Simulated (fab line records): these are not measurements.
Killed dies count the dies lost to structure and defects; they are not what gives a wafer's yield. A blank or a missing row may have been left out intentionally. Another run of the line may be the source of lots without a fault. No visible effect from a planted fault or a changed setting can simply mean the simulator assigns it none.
One fault through the eyes of 3 desks + flow nand-harc + every desk sees just its own numbers, and what lay behind them comes last

FROM THE METROLOGY DESK
What the gauges read, lot by lot, whatever tool the lot ran on: means of the sampled wafers that have a number. If a lot's mean is further than 4 standard deviations from the usual mean, the lot is out of limits and carries the mark OUT (the distance appears in the brackets).
Columns: A = cd-nm at NHARC_P_M1_CD_MEAS_09, usual 130.0 nm
| lot  | first seen here | A               |
|------|-----------------|-----------------|
| L730 | day 5 10:26     | 130.4           |
| L731 | day 5 14:41     | 130.3           |
| L732 | day 6 00:33     | 129.4           |
| L736 | day 7 20:44     | 121.8 (-15) OUT |
| L738 | day 8 10:26     | 121.8 (-15) OUT |
| L745 | day 11 07:15    | 129.3           |
| L747 | day 12 15:15    | 130.4           |
| L748 | day 12 20:31    | 129.6           |
| L750 | day 13 11:09    | 130.4           |
| L749 | day 13 11:40    | 130.9           |
| L752 | day 14 10:19    | 130.5           |
| L753 | day 14 17:24    | 129.9           |
This desk's verdict: out of limits on L736, L738, starting with L736 at day 7 20:44 (cd-nm at NHARC_P_M1_CD_MEAS_09). L730, L731, L732, L745, L747, L748, L750, L749, L752, L753 stayed within limits.

THE DEFECT DESK
Per lot, the means of the sampled wafers with a number show what the inspections along the route counted. If a lot's mean is further than 4 standard deviations from the usual mean, the lot is out of limits and carries the mark OUT (the distance appears in the brackets).
Columns: A = raw-defect-count at NHARC_P_M0_INSPECT_11, usual 4.5
| lot  | first seen here | A   |
|------|-----------------|-----|
| L730 | day 5 06:26     | 3.7 |
| L731 | day 5 10:51     | 4.7 |
| L732 | day 5 20:32     | 4.0 |
| L736 | day 7 16:25     | 2.0 |
| L738 | day 8 06:25     | 5.0 |
| L745 | day 11 03:19    | 4.0 |
| L747 | day 12 11:27    | 4.7 |
| L748 | day 12 16:35    | 5.0 |
| L750 | day 13 07:17    | 2.7 |
| L749 | day 13 07:38    | 7.0 |
| L752 | day 14 06:18    | 3.7 |
| L753 | day 14 13:24    | 3.0 |
This desk's verdict: no lot among the 12 shows anything out of limits.

FOR THE TOOL OWNER'S DESK: litho-track-01
The tool's own readings at NHARC_P_M1_PEB_07 (peb time 65 s): means of the sampled wafers that have a number, for each lot that ran on this tool. If a lot's mean is further than 4 standard deviations from the usual mean, the lot is out of limits and carries the mark OUT (the distance appears in the brackets).
Columns: A = heater-power-total-W at NHARC_P_M1_PEB_07, usual 156.6 W; B = plate-temp-C at NHARC_P_M1_PEB_07, usual 100.00 C
| lot  | first seen here | A               | B               |
|------|-----------------|-----------------|-----------------|
| L730 | day 5 10:22     | 156.7           | 100.02          |
| L731 | day 5 14:36     | 156.6           | 100.01          |
| L736 | day 7 20:40     | 151.7 (-12) OUT | 97.53 (-18) OUT |
| L738 | day 8 10:22     | 151.6 (-12) OUT | 97.77 (-16) OUT |
| L747 | day 12 15:11    | 156.5           | 100.12          |
| L749 | day 13 11:35    | 156.6           | 99.90           |
| L752 | day 14 10:14    | 156.7           | 99.87           |
This desk's verdict: out of limits on L736, L738, starting with L736 at day 7 20:40 (heater-power-total-W at NHARC_P_M1_PEB_07). L730, L731, L747, L749, L752 stayed within limits.

ALL TOGETHER
At day 7 20:40, on L736, L738, the tool owner's desk was in a position to raise an alarm.
L736, L738 would have let the metrology desk raise an alarm at day 7 20:44.
No out-of-limits result turned up at the defect desk.
The defect desk has L736, L738 on record, within its limits.
All the named lots went through NHARC_P_M1_PEB_07 on litho-track-01.

WHAT THE SIMULATOR HAD INSERTED
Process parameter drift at NHARC_P_M1_PEB_07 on litho-track-01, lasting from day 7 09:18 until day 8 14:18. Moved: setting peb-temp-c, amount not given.
Struck lots among those shown: L736, L738.
Hours from the fault's start to each desk's first reading out of limits: the tool owner's desk, 11; the metrology desk, 11.
